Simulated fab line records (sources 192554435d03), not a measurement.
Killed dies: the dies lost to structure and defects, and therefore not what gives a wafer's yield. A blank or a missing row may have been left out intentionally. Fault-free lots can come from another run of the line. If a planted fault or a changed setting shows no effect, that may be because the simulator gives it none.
fab line records :: flow n5-finfet
record:
  lots: 4
  wafers: 12
  last-day: 18
route steps=1938 shown BEOL_M12@1643 BEOL_M13@1659 PASSIVATION@1936
lots that met no fault: from a run of the same line without faults
start-h: hours from the record's opening day to when the first of the lot's shown wafers began :: wait-h: hours since the lot's step before :: " repeats the value in the row above :: L1.1+2: several wafers, shown together as one row :: - no value present, or no start provided :: * or withheld: withheld :: < > ~ a bound
route shown NAME@n: NAME is a module with steps in the file, n the number in the route of the first one :: usual: mean/standard deviation of fault-free wafers :: same: alike in all rows :: chamber/n: place in a boat :: sites: the reading at each site :: _std_site: their standard deviation :: _edge_site: mean of outer sites minus mean of inner sites :: radius-mm: for every site, how far away it sits from the centre of the wafer :: mask NAME#n: copy n :: behind: the tool/chamber that last shaped the wafer :: hold: the reason the lot was held/the length of the hold in hours/how it ended :: device: whichever transistor did not switch (one of n, p or np) :: end of line: tests of these same wafers at the route's end :: a step with no rows: only its recipe :: killed: the dies lost at the first sort to structure and to defects; this is not the yield of the wafer :: map: per-die view of a wafer (x killed, . not killed, _ where there is no die)
set.NAME: the run value of the setting; set.NAME@STEP: its run value at that earlier step :: model.NAME: the simulator's own value behind a step, which no gauge read
lots at selected steps of the route; one table per step, one row per wafer
services: the hour from which a tool's chamber was out of use, counted from the record's first day as start-h (under 0 if before that day), plus the number of hours and why
== steps ==
step: N5_BEOL_M12_ETCH_38
recipe:
  chemistry: CF4/N2
  target: SiCN
  target-depth-a: 687
  taper-deg: 2
  time-s: 73.4
  ion-energy-ev: 150
  mask-material: SiO2
  pressure-mtorr: 40
  source-w: 430
  bias-w: 70
  Ar_flow_sccm: 100
  cf4-flow-sccm: 60
  n2-flow-sccm: 60
step: N5_BEOL_M12_PRECLEAN_39
recipe:
  chemistry: residue-remover
  time-s: 60
  temp-c: 40
step: N5_BEOL_M12_SRD_40
recipe:
  time-s: 30
  temp-c: 23
  rinse-liquid: diw
  dry: n2-spin
  spin-rpm: 1500
  dry-time-s: 30
step: N5_BEOL_M12_DEGAS_41
recipe:
  ambient: vacuum
  temp-c: 250
  time-s: 60
step: N5_BEOL_M12_PRE_CLEAN_42
recipe:
  gas: H2/He
  time-s: 30
  temp-c: 250
step: N5_BEOL_M12_SPUTTER_43
recipe:
  material: TaN
  target-thk-a: 150
  temp-c: 50
  bias-v: 168.6
  power-w: 15000
  chamber-pressure-pa: 0.12
  time-s: 24.19
step: N5_BEOL_M12_SPUTTER_44
recipe:
  material: Ta
  target-thk-a: 100
  temp-c: 50
  bias-v: 80
  power-w: 15000
  chamber-pressure-pa: 0.07
  time-s: 16.13
step: N5_BEOL_M12_SPUTTER_45
recipe:
  material: Cu
  target-thk-a: 800
  temp-c: -20
  bias-v: 60
  power-w: 26000
  chamber-pressure-pa: 0.13
  time-s: 13.33
step: N5_BEOL_M12_ECD_47
recipe:
  material: Cu
  target-thk-a: 7200
step: N5_BEOL_M12_ANNEAL_48
recipe:
  temp-c: 225
  time-s: 90
  ambient: N2
step: N5_BEOL_M12_CMP_49
recipe:
  stop-on: SiOC
  t-overpolish-s: 20.6
  down-force-psi: 1
  platen-rpm: 50
  clearing-platen-down-force-psi: 1.5
  clearing-platen-rpm: 50
  post-cmp-clean: cu-alkaline
  target-thk-nm: 320
  clearing-platen-pad-velocity-m-s: 0.99484
  pad-velocity-m-s: 0.99484
step: N5_BEOL_M12_PRE_CLEAN_52
recipe:
  gas: NH3
  time-s: 15
  temp-c: withheld
  rf-power-w: 300
lot.wafer: L478.2+5+6
tool: pecvd-03
chamber: 2,0,2
start-h: 294.73
wait-h: 0.0

lot.wafer: L487.1+3+6
tool: pecvd-03
chamber: 1,0,2
start-h: 317.79
wait-h: 0.0

lot.wafer: L488.1+2+3
tool: pecvd-03
chamber: 2,0,1
start-h: 342.13
wait-h: 0.0

lot.wafer: L495.3+4+6
tool: pecvd-01
chamber: 2,2,0
start-h: 399.12
wait-h: 0.0
step: N5_BEOL_M12_DEP_53
recipe:
  material: SiCN
  target-thk-a: 300
  temp-c: withheld
  precursor: 3MS/NH3
  pressure-torr: 3
  rf-w: 675
  time-s: 10.5
step: N5_BEOL_M12_INSPECT_55
recipe:
  inspect-instrument: darkfield
  mode: post-dep
usual:
  raw-defect-count: 66/21
lot.wafer: L478.2
tool: defect-inspect-01
chamber: -
start-h: 294.84
wait-h: 0.0
raw-defect-count: 42

lot.wafer: L478.5
tool: defect-inspect-01
chamber: -
start-h: 294.84
wait-h: 0.0
raw-defect-count: 68

lot.wafer: L478.6
tool: defect-inspect-01
chamber: -
start-h: 294.84
wait-h: 0.0
raw-defect-count: 82

lot.wafer: L487.1
tool: defect-inspect-01
chamber: -
start-h: 317.90
wait-h: 0.0
raw-defect-count: 43

lot.wafer: L487.3
tool: defect-inspect-01
chamber: -
start-h: 317.90
wait-h: 0.0
raw-defect-count: 297

lot.wafer: L487.6
tool: defect-inspect-01
chamber: -
start-h: 317.90
wait-h: 0.0
raw-defect-count: 68

lot.wafer: L488.1
tool: defect-inspect-02
chamber: -
start-h: 342.25
wait-h: 0.0
raw-defect-count: 63

lot.wafer: L488.2
tool: defect-inspect-02
chamber: -
start-h: 342.25
wait-h: 0.0
raw-defect-count: 302

lot.wafer: L488.3
tool: defect-inspect-02
chamber: -
start-h: 342.25
wait-h: 0.0
raw-defect-count: 66

lot.wafer: L495.3
tool: defect-inspect-01
chamber: -
start-h: 399.24
wait-h: 0.0
raw-defect-count: 88

lot.wafer: L495.4
tool: defect-inspect-01
chamber: -
start-h: 399.24
wait-h: 0.0
raw-defect-count: 67

lot.wafer: L495.6
tool: defect-inspect-01
chamber: -
start-h: 399.24
wait-h: 0.0
raw-defect-count: 68
step: N5_BEOL_M13_ILD_DEP_00
recipe:
  material: SiOC
  target-thk-a: 8379.2
  temp-c: 350
  precursor: DEMS/O2
  pressure-torr: 5
  rf-w: 500
  time-s: 166.4
step: N5_BEOL_M13_COAT_58
recipe:
  resist: BARC
  temp-c: 205
  time-s: 60
  spin-rpm: 1500
  resist-thk-nm: 89
step: N5_BEOL_M13_COAT_04
recipe:
  spin-rpm: 1625
  resist-thk-nm: 400
step: N5_BEOL_M13_EBR_06
recipe:
  solvent: PGMEA
  ebr-width-mm: 1.5
step: N5_BEOL_M13_SOFTBAKE_05
recipe:
  temp-c: 130
  time-s: 60
step: N5_BEOL_M13_EXPOSE_07
recipe:
  mask-id: V12
  na: 0.93
  source-shape: conventional
  sigma-outer: 0.6
  polarization: unpolarized
  attpsm-phase-deg: 180
  dose-mj: 24.8
step: N5_BEOL_M13_PEB_08
recipe:
  peb-temp-c: 130
  peb-time-s: 90
step: N5_BEOL_M13_DEVELOP_09
recipe:
  develop-time-s: 45
  rinse-liquid: diw
  dry: air-spin
  dev-temp-c: 21
step: N5_BEOL_M13_HARDBAKE_14
recipe:
  temp-c: 130
  time-s: 120
step: N5_BEOL_M13_INSPECT_12
recipe:
  mode: adi
  inspect-instrument: macro
usual:
  raw-defect-count: 2.0/1.5
lot.wafer: L478.2
tool: defect-inspect-01
chamber: -
start-h: 295.39
wait-h: 0.0
raw-defect-count: 3

lot.wafer: L478.5
tool: defect-inspect-01
chamber: -
start-h: 295.39
wait-h: 0.0
raw-defect-count: 0

lot.wafer: L478.6
tool: defect-inspect-01
chamber: -
start-h: 295.39
wait-h: 0.0
raw-defect-count: 5

lot.wafer: L487.1
tool: defect-inspect-01
chamber: -
start-h: 318.57
wait-h: 0.0
raw-defect-count: 2

lot.wafer: L487.3
tool: defect-inspect-01
chamber: -
start-h: 318.57
wait-h: 0.0
raw-defect-count: 254

lot.wafer: L487.6
tool: defect-inspect-01
chamber: -
start-h: 318.57
wait-h: 0.0
raw-defect-count: 1

lot.wafer: L488.1
tool: defect-inspect-01
chamber: -
start-h: 342.79
wait-h: 0.0
raw-defect-count: 2

lot.wafer: L488.2
tool: defect-inspect-01
chamber: -
start-h: 342.79
wait-h: 0.0
raw-defect-count: 237

lot.wafer: L488.3
tool: defect-inspect-01
chamber: -
start-h: 342.79
wait-h: 0.0
raw-defect-count: 5

lot.wafer: L495.3
tool: defect-inspect-02
chamber: -
start-h: 399.79
wait-h: 0.0
raw-defect-count: 2

lot.wafer: L495.4
tool: defect-inspect-02
chamber: -
start-h: 399.79
wait-h: 0.0
raw-defect-count: 2

lot.wafer: L495.6
tool: defect-inspect-02
chamber: -
start-h: 399.79
wait-h: 0.0
raw-defect-count: 2
step: N5_BEOL_M13_DESCUM_15
recipe:
  chemistry: O2
  time-s: 7.9
  source-power-w: 50
  bias-power-w: 20
  pressure-mtorr: 20
  rf-frequency-hz: 2.712e+07
  temp-c: 40
  o2-flow-sccm: 225
step: N5_BEOL_M13_ETCH_59
recipe:
  chemistry: N2/H2
  target: BARC
  target-depth-a: 890
  overetch-a: 267
  time-s: 67.9
  ion-energy-ev: 200
  pressure-mtorr: 30
  source-w: 840
  bias-w: 150
  n2-flow-sccm: 200
  h2-flow-sccm: 200
step: N5_BEOL_M13_VIA_ETCH_16
recipe:
  chemistry: C4F8/O2/Ar
  target: SiOC
  pressure-mtorr: 30
  source-w: 3000
  bias-w: 700
  Ar_flow_sccm: 400
  C4F8_flow_sccm: 15
  O2_flow_sccm: 8
  he-inner-torr: 15
  he-outer-torr: 30
  target-depth-a: 9217
  time-s: withheld
  ion-energy-ev: 250
  ends: cleared
step: N5_BEOL_M13_STRIP_63
recipe:
  chemistry: N2/H2
  power-w: 1000
  temp-c: 250
  h2-frac: 0.65
  overash-fraction: 0.3
  pressure-mtorr: 1000
  n2-flow-sccm: 1750
  h2-flow-sccm: 3250
step: N5_BEOL_M13_STRIP_64
recipe:
  chemistry: N2/H2
  power-w: 1000
  temp-c: 250
  h2-frac: 0.65
  overash-fraction: 0.3
  pressure-mtorr: withheld
  n2-flow-sccm: 1750
  h2-flow-sccm: 3250
step: N5_BEOL_M13_STRIP_71
recipe:
  chemistry: post-etch-residue-remover
  time-s: 60
  temp-c: 25
  remover-ph: withheld
  remover-water-wt-pct: withheld
  remover-fluoride-wt-pct: withheld
step: N5_BEOL_M13_SRD_72
recipe:
  time-s: 30
  temp-c: 23
  rinse-liquid: diw
  dry: n2-spin
  spin-rpm: 1500
  dry-time-s: 30
step: N5_BEOL_M13_COAT_65
recipe:
  resist: SOC
  temp-c: 250
  time-s: 60
  spin-rpm: 1500
  resist-thk-nm: 350
step: N5_BEOL_M13_COAT_66
recipe:
  resist: SiARC
  temp-c: 220
  time-s: 60
  spin-rpm: 1500
  resist-thk-nm: 110
step: N5_BEOL_M13_COAT_22
recipe:
  spin-rpm: 2888
  resist-thk-nm: 300
step: N5_BEOL_M13_EBR_24
recipe:
  solvent: PGMEA
  ebr-width-mm: 1.5
step: N5_BEOL_M13_SOFTBAKE_23
recipe:
  temp-c: 130
  time-s: 60
step: N5_BEOL_M13_INSPECT_30
recipe:
  mode: adi
  inspect-instrument: macro
usual:
  raw-defect-count: 2.2/1.4
lot.wafer: L478.2
tool: defect-inspect-02
chamber: -
start-h: 296.33
wait-h: 0.0
raw-defect-count: 3

lot.wafer: L478.5
tool: defect-inspect-02
chamber: -
start-h: 296.33
wait-h: 0.0
raw-defect-count: 4

lot.wafer: L478.6
tool: defect-inspect-02
chamber: -
start-h: 296.33
wait-h: 0.0
raw-defect-count: 2

lot.wafer: L487.1
tool: defect-inspect-02
chamber: -
start-h: 319.52
wait-h: 0.0
raw-defect-count: 4

lot.wafer: L487.3
tool: defect-inspect-02
chamber: -
start-h: 319.52
wait-h: 0.0
raw-defect-count: 246

lot.wafer: L487.6
tool: defect-inspect-02
chamber: -
start-h: 319.52
wait-h: 0.0
raw-defect-count: 4

lot.wafer: L488.1
tool: defect-inspect-01
chamber: -
start-h: 343.74
wait-h: 0.0
raw-defect-count: 2

lot.wafer: L488.2
tool: defect-inspect-01
chamber: -
start-h: 343.74
wait-h: 0.0
raw-defect-count: 236

lot.wafer: L488.3
tool: defect-inspect-01
chamber: -
start-h: 343.74
wait-h: 0.0
raw-defect-count: 5

lot.wafer: L495.3
tool: defect-inspect-02
chamber: -
start-h: 400.73
wait-h: 0.0
raw-defect-count: 1

lot.wafer: L495.4
tool: defect-inspect-02
chamber: -
start-h: 400.73
wait-h: 0.0
raw-defect-count: 3

lot.wafer: L495.6
tool: defect-inspect-02
chamber: -
start-h: 400.73
wait-h: 0.0
raw-defect-count: 2
step: N5_PASSIVATION_PROBE_49
usual:
  defect-limited-yield: 91.2/1.4
  killed_at_M0_to_M3: 35/11
  killed_at_M4_up: 14/5.6
  killed-at-contacts: 12/5.6
  killed-at-front-end: 38/11
  killed-at-other: 4/3.4
  killed-dies: 103/17
  killed-open: 68/12
  killed-short: 33/8.8
  sort_bin_5_function: 5.1/0.89
  sort_bin_6_memory: 3.3/0.71
  sort-n-pass: 1077/17
  sort-yield-pct: 91.2/1.4
same:
  gross-dies: 1180
  killed-at-back-side: 0
  sort_bin_4_leakage[%]: 0
  sort_bin_8_speed[%]: 0
lot.wafer: L487.3
tool: prober-01
chamber: -
start-h: 358.67
wait-h: 0.1
defect-limited-yield[%]: 83.6
killed_at_M0_to_M3: 30
killed_at_M4_up: 104
killed-at-contacts: 7
killed-at-front-end: 50
killed-at-other: 3
killed-dies: 194
killed-open: 73
killed-short: 27
sort_bin_5_function[%]: 10.4
sort_bin_6_memory[%]: 4.9
sort-n-pass: 986
sort-yield-pct[%]: 83.6

lot.wafer: L487.6
tool: prober-01
chamber: -
start-h: 358.82
wait-h: 0.3
defect-limited-yield[%]: 88.8
killed_at_M0_to_M3: 27
killed_at_M4_up: 17
killed-at-contacts: 3
killed-at-front-end: 85
killed-at-other: 0
killed-dies: 132
killed-open: 91
killed-short: 35
sort_bin_5_function[%]: 6.2
sort_bin_6_memory[%]: 4.6
sort-n-pass: 1048
sort-yield-pct[%]: 88.8

lot.wafer: L488.2
tool: prober-01
chamber: -
start-h: 374.68
wait-h: 0.1
defect-limited-yield[%]: 85.0
killed_at_M0_to_M3: 19
killed_at_M4_up: 110
killed-at-contacts: 14
killed-at-front-end: 33
killed-at-other: 1
killed-dies: 177
killed-open: 55
killed-short: 23
sort_bin_5_function[%]: 10.1
sort_bin_6_memory[%]: 3.8
sort-n-pass: 1003
sort-yield-pct[%]: 85.0
killed by level:class
L487.3 BEOL_M12:unspecified=93 STI_FIN_REVEAL:geometric-particle:open=28 BEOL_M3:geometric-particle:open=10 BEOL_M1:geometric-particle:open=6 STI_FIN_REVEAL:geometric-particle:short=5 BEOL_M0_SAQP:geometric-particle:open=5 MOL_CONTACT_COAG:geometric-particle:open=5 BEOL_M6:geometric-particle:open=5
L487.6 STI_FIN_REVEAL:geometric-particle:open=41 STI_FIN_REVEAL:geometric-particle:short=13 BEOL_M4:geometric-particle:open=11 FIN_SAQP:geometric-particle:open=6 BEOL_M3:geometric-particle:open=6 BEOL_M0_SAQP:geometric-particle:short=5 BEOL_M2:geometric-particle:open=5 BEOL_M0_SAQP:geometric-particle:open=4
L488.2 BEOL_M12:unspecified=98 MOL_CONTACT_COAG:geometric-particle:open=12 STI_FIN_REVEAL:geometric-particle:open=8 DUMMY_GATE:geometric-particle:open=6 BEOL_M1:geometric-particle:open=6 GATE_CUT:geometric-particle:short=5 BEOL_M0_SAQP:geometric-particle:open=5 BEOL_M4:geometric-particle:short=4
map L487.3 (x killed, . not)
_________________......x.xx..________________
______________.x....x..xxxxxx..._____________
___________..........xxxxxx.xxxx...__________
__________.....x...xx..xxxxxxx.xx..._________
________........x.x.xxxxxxxxxxxxx...x._______
_______....x....x..xxxxxxxxxxxxx.x.....______
______x..x...x......xxxxxxxxxxx......x.._____
_____..............xxxxxxxxxxx.xx....x...____
____x...x.............x.xxxxxxx..........x___
___...............x.xx.xx.xxx............x.__
___......x.x..x..........x.x.xx.......x....__
__.....x......................x............._
__...x......x......x....x...x.x............._
_.......x.x..................x..........x....
_.........................x..x..........x....
_......x.x.x...........x.....................
_.....x......x.....xx..x.....................
_..x..x........x.x...x...........x......x....
_...x..............x................x...x....
_............................................
_x.......x...........................x.......
__.x...x...........x.x......................_
__..................................x..x...._
___........................x...............__
___.................x..x...................__
____...........x.........x.x..............___
_____.x........x.......x..x...........xxx____
______......x........x.xx..............._____
_______..x.........xx..................______
________....................x........._______
__________x..x...............x......_________
___________.........x..............__________
______________x...x............._____________
_________________x...........________________
map L488.2 (x killed, . not)
_________________......xx...x________________
______________.......x..xxxxx..._____________
___________..........x.x.xxxxxxxx..__________
__________..........xxxxxxxxxx.x...._________
________............x.xxxxxxxxxxx....._______
_______......x.....xxxxxxxxxxxx..x.x.x.______
______...x.........x..xxxxxxxxxxx......x_____
_____....x.x.....x..xxxxxxxxx.x..........____
____..........x.....x.x.xxxxxxx.x.....x...___
___....................xx.xxx.x....x.......__
___......x.............xx..xx..x.....x..x.x__
__............x..x....x...xx.......xx......._
__...xx..x.................x................_
_..........x..x.........x.............x......
_..................x..x.......x.............x
_...................x........................
_.............x.........x.x..................
_.........................................x.x
_.........................x.x................
_............x...............................
_...........................................x
__......................x...........x......._
__.........................................._
___........x.......x......x..x..x.....x....__
___.......................................x__
____......x......x.x....................x.___
_____..................x.....x.x..x......____
______...x........x..x.................._____
_______........x.......................______
________..x..x.............xx........._______
__________................x..x.x...._________
___________.........x..x...x.......__________
______________...............x.._____________
_________________.x.x..x.....________________
== services ==
tool: pecvd-03
chamber: 2
start-h: 280.60
hours: 5.5
kind: scheduled-down

tool: pecvd-01
chamber: -
start-h: 293.53
hours: 14.6
kind: pm

tool: pecvd-01
chamber: 1
start-h: 332.56
hours: 5.5
kind: scheduled-down

tool: pecvd-03
chamber: -
start-h: 361.79
hours: 0.8
kind: repair

tool: pecvd-03
chamber: 2
start-h: 374.68
hours: 2.1
kind: scheduled-down

tool: pecvd-03
chamber: 1
start-h: 383.91
hours: 2.1
kind: scheduled-down

tool: pecvd-03
chamber: 1
start-h: 386.04
hours: -
kind: clean

tool: pecvd-03
chamber: 1
start-h: 386.04
hours: -
kind: consumable-replace:showerhead

tool: pecvd-03
chamber: 1
start-h: 386.04
hours: 29.0
kind: scheduled-down

tool: pecvd-03
chamber: 1
start-h: 386.04
hours: 29.0
kind: vent-cycle

tool: pecvd-03
chamber: 0
start-h: 387.07
hours: 2.1
kind: scheduled-down
== key ==
first-sign:
  step: N5_BEOL_M12_INSPECT_55
  reading: raw-defect-count
  direction: up
  sigmas: 11
  usual: 66
  struck: 300
effect:
  step: N5_BEOL_M13_INSPECT_12
  reading: raw-defect-count
  direction: up
  sigmas: 99+
  usual: 2.0
  struck: 245.5
effect:
  step: N5_BEOL_M13_INSPECT_30
  reading: raw-defect-count
  direction: up
  sigmas: 99+
  usual: 2.2
  struck: 241
effect:
  step: N5_PASSIVATION_PROBE_49
  reading: killed_at_M4_up
  direction: up
  sigmas: 17
  usual: 14
  struck: 107
more-kills-born-at:
  N5_BEOL_M12_PRE_CLEAN_52@pecvd-03: 191
met-at N5_BEOL_M12_PRE_CLEAN_52
struck-wafers L487.3,L488.2
onset-between 294.73 317.79
fault:
  kind: chamber-particle-source
  tool: pecvd-03
  chamber: 0
  onset-h: 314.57
  steps: N5_BEOL_M12_PRE_CLEAN_52
  rate-per-visit-cm2: 0.37716
  end-h: 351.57
